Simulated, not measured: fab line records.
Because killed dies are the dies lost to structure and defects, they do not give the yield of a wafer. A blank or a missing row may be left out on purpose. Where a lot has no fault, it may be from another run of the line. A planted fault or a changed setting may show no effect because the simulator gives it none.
Which tool is to blame? || flow n5 finfet || Sampling: 11 lots, 30 wafers, 5 of 1938 route steps

WHAT EACH GAUGE READ, for each wafer
Not one reading of a measure or inspect step in the record can be checked against a usual standard deviation.

WHICH TOOL RAN EACH LOT (tool, then ch and the chambers of the sampled wafers, then the start)
{"lot": "L782", "N5_BEOL_M5_ILD_DEP_00": "pecvd-02 ch 0,1,2, day 8 18:41", "N5_BEOL_M5_CURE_79": "uv cure-01 ch 0, day 8 18:51", "N5_BEOL_M5_EXPOSE_08": "euv scanner-02 ch 0, day 8 21:46", "N5_BEOL_M5_ETCH_72": "rie diel-04 ch 0,1, day 8 22:11", "N5_PASSIVATION_PROBE_49": "-"}
{"lot": "L784", "N5_BEOL_M5_ILD_DEP_00": "pecvd-03 ch 0,2, day 9 17:56", "N5_BEOL_M5_CURE_79": "uv cure-01 ch 0, day 9 18:05", "N5_BEOL_M5_EXPOSE_08": "euv scanner-02 ch 0, day 9 19:25", "N5_BEOL_M5_ETCH_72": "rie diel-04 ch 0,2,3, day 9 21:56", "N5_PASSIVATION_PROBE_49": "-"}
{"lot": "L786", "N5_BEOL_M5_ILD_DEP_00": "pecvd-03 ch 0,1, day 10 02:40", "N5_BEOL_M5_CURE_79": "uv cure-02 ch 0, day 10 02:53", "N5_BEOL_M5_EXPOSE_08": "euv scanner-02 ch 0, day 10 05:10", "N5_BEOL_M5_ETCH_72": "rie diel-04 ch 0,2,3, day 10 06:41", "N5_PASSIVATION_PROBE_49": "-"}
{"lot": "L789", "N5_BEOL_M5_ILD_DEP_00": "pecvd-03 ch 1,2, day 11 17:34", "N5_BEOL_M5_CURE_79": "uv cure-03 ch 0, day 11 17:44", "N5_BEOL_M5_EXPOSE_08": "euv scanner-02 ch 0, day 11 19:52", "N5_BEOL_M5_ETCH_72": "rie diel-05 ch 0,2, day 11 20:10", "N5_PASSIVATION_PROBE_49": "-"}
{"lot": "L795", "N5_BEOL_M5_ILD_DEP_00": "pecvd-02 ch 0,2, day 11 19:21", "N5_BEOL_M5_CURE_79": "uv cure-02 ch 1, day 11 19:26", "N5_BEOL_M5_EXPOSE_08": "euv scanner-01 ch 0, day 11 20:53", "N5_BEOL_M5_ETCH_72": "rie diel-02 ch 2,3, day 11 21:10", "N5_PASSIVATION_PROBE_49": "-"}
{"lot": "L792", "N5_BEOL_M5_ILD_DEP_00": "pecvd-04 ch 2, day 11 20:52", "N5_BEOL_M5_CURE_79": "uv cure-02 ch 2, day 11 21:05", "N5_BEOL_M5_EXPOSE_08": "euv scanner-02 ch 0, day 11 23:02", "N5_BEOL_M5_ETCH_72": "rie diel-02 ch 0, day 11 23:18", "N5_PASSIVATION_PROBE_49": "-"}
{"lot": "L794", "N5_BEOL_M5_ILD_DEP_00": "pecvd-02 ch 0,1, day 12 15:13", "N5_BEOL_M5_CURE_79": "uv cure-03 ch 1, day 12 15:17", "N5_BEOL_M5_EXPOSE_08": "euv scanner-01 ch 0, day 12 17:45", "N5_BEOL_M5_ETCH_72": "rie diel-02 ch 0,3, day 12 18:02", "N5_PASSIVATION_PROBE_49": "prober-01, day 16 13:17"}
{"lot": "L797", "N5_BEOL_M5_ILD_DEP_00": "pecvd-03 ch 1,2, day 13 01:00", "N5_BEOL_M5_CURE_79": "uv cure-01 ch 2, day 13 01:04", "N5_BEOL_M5_EXPOSE_08": "euv scanner-01 ch 0, day 13 02:38", "N5_BEOL_M5_ETCH_72": "rie diel-02 ch 0,1,3, day 13 02:55", "N5_PASSIVATION_PROBE_49": "-"}
{"lot": "L798", "N5_BEOL_M5_ILD_DEP_00": "pecvd-03 ch 0,1,2, day 13 06:33", "N5_BEOL_M5_CURE_79": "uv cure-03 ch 2, day 13 06:37", "N5_BEOL_M5_EXPOSE_08": "euv scanner-01 ch 0, day 13 08:40", "N5_BEOL_M5_ETCH_72": "rie diel-04 ch 0,2,3, day 13 09:04", "N5_PASSIVATION_PROBE_49": "-"}
{"lot": "L800", "N5_BEOL_M5_ILD_DEP_00": "pecvd-04 ch 0,1,2, day 13 06:44", "N5_BEOL_M5_CURE_79": "uv cure-01 ch 2, day 13 06:48", "N5_BEOL_M5_EXPOSE_08": "euv scanner-01 ch 0, day 13 09:25", "N5_BEOL_M5_ETCH_72": "rie diel-05 ch 1,2,3, day 13 09:43", "N5_PASSIVATION_PROBE_49": "-"}
{"lot": "L801", "N5_BEOL_M5_ILD_DEP_00": "pecvd-04 ch 1,2, day 13 17:04", "N5_BEOL_M5_CURE_79": "uv cure-03 ch 1, day 13 17:07", "N5_BEOL_M5_EXPOSE_08": "euv scanner-01 ch 0, day 13 18:54", "N5_BEOL_M5_ETCH_72": "rie diel-05 ch 0,2,3, day 13 19:23", "N5_PASSIVATION_PROBE_49": "-"}
- N5_BEOL_M5_ILD_DEP_00: deposits SiCOH lowk from DEMS/porogen, target thk 140.64 nm, time 25.9 s.
- N5_BEOL_M5_CURE_79: cures SiCOH lowk, time 240 s.
- N5_BEOL_M5_EXPOSE_08: exposes mask M5, target cd 28 nm.
- N5_BEOL_M5_ETCH_72: etches underlayer in N2/H2, target depth 6.5 nm, time 5.2 s.
- N5_PASSIVATION_PROBE_49

AS READ BY THE TOOLS THEMSELVES (means over the sampled wafers that have a number; for cases with no such wafer, the mark the record gives instead)
N5_BEOL_M5_ILD_DEP_00. Usual: chamber pressure Torr 5.000 Torr, standard deviation 0.011; heater power w 324 W, standard deviation 48; rf fwd power W 494.6 W, standard deviation 2; showerhead plenum p Torr 5.741 Torr, standard deviation 0.018; throttle valve pct 14.0 %, standard deviation 0.65.
{"lot": "L782", "tool": "pecvd-02", "chamber pressure Torr (Torr)": 5.000, "heater power w (W)": 304, "rf fwd power W (W)": 494.1, "showerhead plenum p Torr (Torr)": 5.744, "throttle valve pct (%)": 14.4, "flag": ""}
{"lot": "L784", "tool": "pecvd-03", "chamber pressure Torr (Torr)": 5.006, "heater power w (W)": 309, "rf fwd power W (W)": 494.7, "showerhead plenum p Torr (Torr)": 5.749, "throttle valve pct (%)": 13.7, "flag": ""}
{"lot": "L786", "tool": "pecvd-03", "chamber pressure Torr (Torr)": 4.996, "heater power w (W)": 424, "rf fwd power W (W)": 494.1, "showerhead plenum p Torr (Torr)": 5.741, "throttle valve pct (%)": 14.5, "flag": ""}
{"lot": "L789", "tool": "pecvd-03", "chamber pressure Torr (Torr)": 4.996, "heater power w (W)": 348, "rf fwd power W (W)": 493.1, "showerhead plenum p Torr (Torr)": 5.716, "throttle valve pct (%)": 14.0, "flag": ""}
{"lot": "L795", "tool": "pecvd-02", "chamber pressure Torr (Torr)": 4.999, "heater power w (W)": 339, "rf fwd power W (W)": 495.8, "showerhead plenum p Torr (Torr)": 5.755, "throttle valve pct (%)": 13.6, "flag": ""}
{"lot": "L792", "tool": "pecvd-04", "chamber pressure Torr (Torr)": 5.007, "heater power w (W)": 308, "rf fwd power W (W)": 494.3, "showerhead plenum p Torr (Torr)": 5.724, "throttle valve pct (%)": 13.0, "flag": ""}
{"lot": "L794", "tool": "pecvd-02", "chamber pressure Torr (Torr)": 4.994, "heater power w (W)": 275, "rf fwd power W (W)": 493.8, "showerhead plenum p Torr (Torr)": 5.750, "throttle valve pct (%)": 14.3, "flag": ""}
{"lot": "L797", "tool": "pecvd-03", "chamber pressure Torr (Torr)": 5.013, "heater power w (W)": 357, "rf fwd power W (W)": 493.2, "showerhead plenum p Torr (Torr)": 5.721, "throttle valve pct (%)": 14.1, "flag": ""}
{"lot": "L798", "tool": "pecvd-03", "chamber pressure Torr (Torr)": 5.006, "heater power w (W)": 345, "rf fwd power W (W)": 493.8, "showerhead plenum p Torr (Torr)": 5.736, "throttle valve pct (%)": 14.3, "flag": ""}
{"lot": "L800", "tool": "pecvd-04", "chamber pressure Torr (Torr)": 5.004, "heater power w (W)": 335, "rf fwd power W (W)": 496.1, "showerhead plenum p Torr (Torr)": 5.733, "throttle valve pct (%)": 13.5, "flag": ""}
{"lot": "L801", "tool": "pecvd-04", "chamber pressure Torr (Torr)": 5.012, "heater power w (W)": 297, "rf fwd power W (W)": 496.4, "showerhead plenum p Torr (Torr)": 5.725, "throttle valve pct (%)": 13.1, "flag": ""}

N5_BEOL_M5_CURE_79. Usual: lamp power pct 52.31 %, standard deviation 0.057; wafer_temp_C_max 387.0, standard deviation 0.5.
{"lot": "L782", "tool": "uv cure-01", "lamp power pct (%)": 52.31, "wafer_temp_C_max": 386.8, "flag": ""}
{"lot": "L784", "tool": "uv cure-01", "lamp power pct (%)": 52.37, "wafer_temp_C_max": 387.6, "flag": ""}
{"lot": "L786", "tool": "uv cure-02", "lamp power pct (%)": 52.26, "wafer_temp_C_max": 386.5, "flag": ""}
{"lot": "L789", "tool": "uv cure-03", "lamp power pct (%)": 52.27, "wafer_temp_C_max": 386.5, "flag": ""}
{"lot": "L795", "tool": "uv cure-02", "lamp power pct (%)": 52.27, "wafer_temp_C_max": 387.3, "flag": ""}
{"lot": "L792", "tool": "uv cure-02", "lamp power pct (%)": 52.26, "wafer_temp_C_max": 387.2, "flag": ""}
{"lot": "L794", "tool": "uv cure-03", "lamp power pct (%)": 52.34, "wafer_temp_C_max": 386.0, "flag": ""}
{"lot": "L797", "tool": "uv cure-01", "lamp power pct (%)": 52.27, "wafer_temp_C_max": 387.1, "flag": ""}
{"lot": "L798", "tool": "uv cure-03", "lamp power pct (%)": 52.34, "wafer_temp_C_max": 387.5, "flag": ""}
{"lot": "L800", "tool": "uv cure-01", "lamp power pct (%)": 52.33, "wafer_temp_C_max": 387.0, "flag": ""}
{"lot": "L801", "tool": "uv cure-03", "lamp power pct (%)": 52.28, "wafer_temp_C_max": 386.3, "flag": ""}

N5_BEOL_M5_EXPOSE_08. Usual: exposure dose mJ cm2 35.69, standard deviation 0.039; focus offset nm 0.1 nm, standard deviation 0.51.
{"lot": "L782", "tool": "euv scanner-02", "exposure dose mJ cm2": 35.72, "focus offset nm (nm)": -0.4, "flag": ""}
{"lot": "L784", "tool": "euv scanner-02", "exposure dose mJ cm2": 35.71, "focus offset nm (nm)": 1.0, "flag": ""}
{"lot": "L786", "tool": "euv scanner-02", "exposure dose mJ cm2": 35.66, "focus offset nm (nm)": 0.1, "flag": ""}
{"lot": "L789", "tool": "euv scanner-02", "exposure dose mJ cm2": 35.88, "focus offset nm (nm)": 0.9, "flag": "OFF"}
{"lot": "L795", "tool": "euv scanner-01", "exposure dose mJ cm2": 35.71, "focus offset nm (nm)": 0.1, "flag": ""}
{"lot": "L792", "tool": "euv scanner-02", "exposure dose mJ cm2": 36.02, "focus offset nm (nm)": 0.0, "flag": "OFF"}
{"lot": "L794", "tool": "euv scanner-01", "exposure dose mJ cm2": 35.74, "focus offset nm (nm)": -0.5, "flag": ""}
{"lot": "L797", "tool": "euv scanner-01", "exposure dose mJ cm2": 35.70, "focus offset nm (nm)": -0.4, "flag": ""}
{"lot": "L798", "tool": "euv scanner-01", "exposure dose mJ cm2": 35.68, "focus offset nm (nm)": -0.1, "flag": ""}
{"lot": "L800", "tool": "euv scanner-01", "exposure dose mJ cm2": 35.74, "focus offset nm (nm)": 0.3, "flag": ""}
{"lot": "L801", "tool": "euv scanner-01", "exposure dose mJ cm2": 35.70, "focus offset nm (nm)": 0.1, "flag": ""}

N5_BEOL_M5_ETCH_72. Usual: bias w 150.0 W, standard deviation 0.47; drypump motor current A 5.7 A, standard deviation 0.46; etch rf on time s 5.16 s, standard deviation 0.1; oes product au 0.70 a.u., standard deviation 0.072; rf fwd power W 819.0 W, standard deviation 2.8; rf vpp V 525 V, standard deviation 3.2; showerhead plenum p Torr 2.57 Torr, standard deviation 0.11; throttle valve pct 18.00 %, standard deviation 0.22.
{"lot": "L782", "tool": "rie diel-04", "bias w (W)": 150.1, "drypump motor current A (A)": 5.1, "etch rf on time s (s)": 5.27, "oes product au (a.u.)": 0.65, "rf fwd power W (W)": 818.6, "rf vpp V (V)": 524, "showerhead plenum p Torr (Torr)": 2.57, "throttle valve pct (%)": 17.81, "flag": ""}
{"lot": "L784", "tool": "rie diel-04", "bias w (W)": 150.1, "drypump motor current A (A)": 5.7, "etch rf on time s (s)": 5.14, "oes product au (a.u.)": 0.72, "rf fwd power W (W)": 819.1, "rf vpp V (V)": 526, "showerhead plenum p Torr (Torr)": 2.63, "throttle valve pct (%)": 18.01, "flag": ""}
{"lot": "L786", "tool": "rie diel-04", "bias w (W)": 150.3, "drypump motor current A (A)": 5.7, "etch rf on time s (s)": 5.19, "oes product au (a.u.)": 0.71, "rf fwd power W (W)": 819.8, "rf vpp V (V)": 527, "showerhead plenum p Torr (Torr)": 2.63, "throttle valve pct (%)": 18.02, "flag": ""}
{"lot": "L789", "tool": "rie diel-05", "bias w (W)": 150.6, "drypump motor current A (A)": 5.5, "etch rf on time s (s)": 5.17, "oes product au (a.u.)": 0.62, "rf fwd power W (W)": 822.5, "rf vpp V (V)": 518, "showerhead plenum p Torr (Torr)": 2.44, "throttle valve pct (%)": 18.09, "flag": ""}
{"lot": "L795", "tool": "rie diel-02", "bias w (W)": 150.2, "drypump motor current A (A)": 5.8, "etch rf on time s (s)": 5.05, "oes product au (a.u.)": 0.74, "rf fwd power W (W)": 819.1, "rf vpp V (V)": 523, "showerhead plenum p Torr (Torr)": 2.56, "throttle valve pct (%)": 18.00, "flag": ""}
{"lot": "L792", "tool": "rie diel-02", "bias w (W)": 149.2, "drypump motor current A (A)": 5.7, "etch rf on time s (s)": 5.21, "oes product au (a.u.)": 0.60, "rf fwd power W (W)": 815.7, "rf vpp V (V)": 524, "showerhead plenum p Torr (Torr)": 2.52, "throttle valve pct (%)": 18.13, "flag": ""}
{"lot": "L794", "tool": "rie diel-02", "bias w (W)": 150.0, "drypump motor current A (A)": 5.7, "etch rf on time s (s)": 5.14, "oes product au (a.u.)": 0.65, "rf fwd power W (W)": 818.4, "rf vpp V (V)": 523, "showerhead plenum p Torr (Torr)": 2.51, "throttle valve pct (%)": 18.12, "flag": ""}
{"lot": "L797", "tool": "rie diel-02", "bias w (W)": 150.5, "drypump motor current A (A)": 5.5, "etch rf on time s (s)": 5.10, "oes product au (a.u.)": 0.70, "rf fwd power W (W)": 819.4, "rf vpp V (V)": 522, "showerhead plenum p Torr (Torr)": 2.50, "throttle valve pct (%)": 18.06, "flag": ""}
{"lot": "L798", "tool": "rie diel-04", "bias w (W)": 149.5, "drypump motor current A (A)": 5.7, "etch rf on time s (s)": 5.18, "oes product au (a.u.)": 0.69, "rf fwd power W (W)": 816.5, "rf vpp V (V)": 525, "showerhead plenum p Torr (Torr)": 2.62, "throttle valve pct (%)": 18.05, "flag": ""}
{"lot": "L800", "tool": "rie diel-05", "bias w (W)": 150.2, "drypump motor current A (A)": 5.9, "etch rf on time s (s)": 5.25, "oes product au (a.u.)": 0.64, "rf fwd power W (W)": 818.9, "rf vpp V (V)": 524, "showerhead plenum p Torr (Torr)": 2.56, "throttle valve pct (%)": 18.04, "flag": ""}
{"lot": "L801", "tool": "rie diel-05", "bias w (W)": 150.5, "drypump motor current A (A)": 5.6, "etch rf on time s (s)": 5.24, "oes product au (a.u.)": 0.72, "rf fwd power W (W)": 819.5, "rf vpp V (V)": 525, "showerhead plenum p Torr (Torr)": 2.62, "throttle valve pct (%)": 17.87, "flag": ""}

N5_PASSIVATION_PROBE_49. Usual: defect limited yield 91.1 %, standard deviation 1.5; killed_at_M0_to_M3 33, standard deviation 9.9; killed_at_M4_up 14, standard deviation 5.2; killed at contacts 12, standard deviation 6.7; killed at front end 43, standard deviation 13; killed at other 3.4, standard deviation 2.7; killed dies 105, standard deviation 17; killed open 69, standard deviation 13; killed short 33, standard deviation 7.5; sort_bin_5_function 5.2 %, standard deviation 0.91; sort_bin_6_memory 3.3 %, standard deviation 0.71; sort_bin_8_speed 0.00 %, standard deviation 0.032; sort n pass 1075, standard deviation 17; sort yield pct 91.1 %, standard deviation 1.5.
{"lot": "L794", "tool": "prober-01", "defect limited yield (%)": 90.0, "killed_at_M0_to_M3": 24, "killed_at_M4_up": 15, "killed at contacts": 9, "killed at front end": 68, "killed at other": 2.0, "killed dies": 118, "killed open": 74, "killed short": 43, "sort_bin_5_function (%)": 5.6, "sort_bin_6_memory (%)": 3.9, "sort_bin_8_speed (%)": 0.00, "sort n pass": 1062, "sort yield pct (%)": 90.0, "flag": ""}

THE ANSWER, worked out from the rows above alone
Rule: take the mean of a lot's wafers that have a number; if it is more than 3 standard deviations from the usual mean, the lot is off. Also off: a lot with no number at a reading for which 4 or more lots have one. All remaining lots with rows at the step are treated as sound. The gauges are gone through in route order, then the tools' own readings, and for those a lot's mean is taken as printed above. The first step at which some lot is off is used, and at that step the reading that is off furthest; a lot without a number counts as furthest.
Off at N5_BEOL_M5_EXPOSE_08 (exposure dose mJ cm2): L789, L792.
A tool fits if, at that step or a process step before it, it ran every lot that is off, and no sound lot after the first of them. One fits: N5_BEOL_M5_EXPOSE_08 on euv scanner-02. Its last sound lot is L786 (day 10 05:10), its first lot that is off L789 (day 11 19:52): a fault that began between those two fits.
The tool's own readings at N5_BEOL_M5_EXPOSE_08 bear it out: on the lots that are off they differ by more than 5 times the standard deviation of the sound lots' means. exposure dose mJ cm2 reads 35.95 there against 35.71 on the sound lots.

WHAT THE SIMULATOR PUT IN
Process parameter drift: euv scanner-02, from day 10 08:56 on, at N5_BEOL_M5_EXPOSE_08. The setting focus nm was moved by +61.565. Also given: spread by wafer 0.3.
Shown lots that were struck: L789, L792. The rule above found the same.
